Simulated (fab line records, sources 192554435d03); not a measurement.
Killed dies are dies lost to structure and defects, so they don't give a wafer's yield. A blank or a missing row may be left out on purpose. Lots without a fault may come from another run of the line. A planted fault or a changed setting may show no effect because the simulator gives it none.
Chamber matching | flow n5_finfet | N5_BEOL_M12_ETCH_67 on rie_diel-01: 4 sister chambers
The step etches SiARC in CF4, target depth 143 nm, time 238.3 s. 8 wafers are shown with their chamber, then 10 later ones without.

WAFERS WITH THEIR CHAMBER
wafer  | chamber | throttle_valve_pct (%) | showerhead_plenum_p_Torr (Torr)
L083.4 | 0       | 15.91                  | 2.15
L083.5 | 1       | 15.49                  | 2.21
L083.6 | 2       | 15.63                  | 2.18
L086.1 | 3       | 15.35                  | 2.25
L086.2 | 1       | 15.49                  | 2.20
L086.5 | 2       | 15.65                  | 2.18
L090.1 | 0       | 15.94                  | 2.15
L090.5 | 3       | 15.41                  | 2.25

WAFERS WITHOUT THEIR CHAMBER
wafer  | throttle_valve_pct (%) | showerhead_plenum_p_Torr (Torr)
L090.6 | 15.93                  | 2.15
L094.4 | 15.67                  | 2.17
L094.5 | 15.65                  | 2.18
L094.6 | 15.38                  | 2.25
L095.1 | 15.38                  | 2.25
L095.5 | 15.53                  | 2.20
L095.6 | 15.38                  | 2.25
L096.1 | 15.55                  | 2.20
L096.2 | 15.40                  | 2.24
L096.3 | 15.96                  | 2.14

WHICH CHAMBER EACH WENT THROUGH
wafer  | from the rows above | in truth
L090.6 | 0                   | 0
L094.4 | 2                   | 2
L094.5 | 2                   | 2
L094.6 | 3                   | 3
L095.1 | 3                   | 3
L095.5 | 1                   | 1
L095.6 | 3                   | 3
L096.1 | 1                   | 1
L096.2 | 3                   | 3
L096.3 | 0                   | 0
Placed correctly: 10 of 10. Can't be placed from these rows: 0. Placed wrongly: 0.
How it was worked out, from the rows above alone: a wafer's distance from a chamber is the root of the sum, over the readings, of the square of ((its reading less the chamber's mean) divided by the reading's scatter). The wafer belongs to the nearest chamber; if the next one is less than 2 further off, it can't be placed. A chamber's mean is the mean of its shown wafers. The scatter: the root of (the sum of the squares of (reading less its chamber's mean) over the shown wafers, divided by (wafers less chambers)).
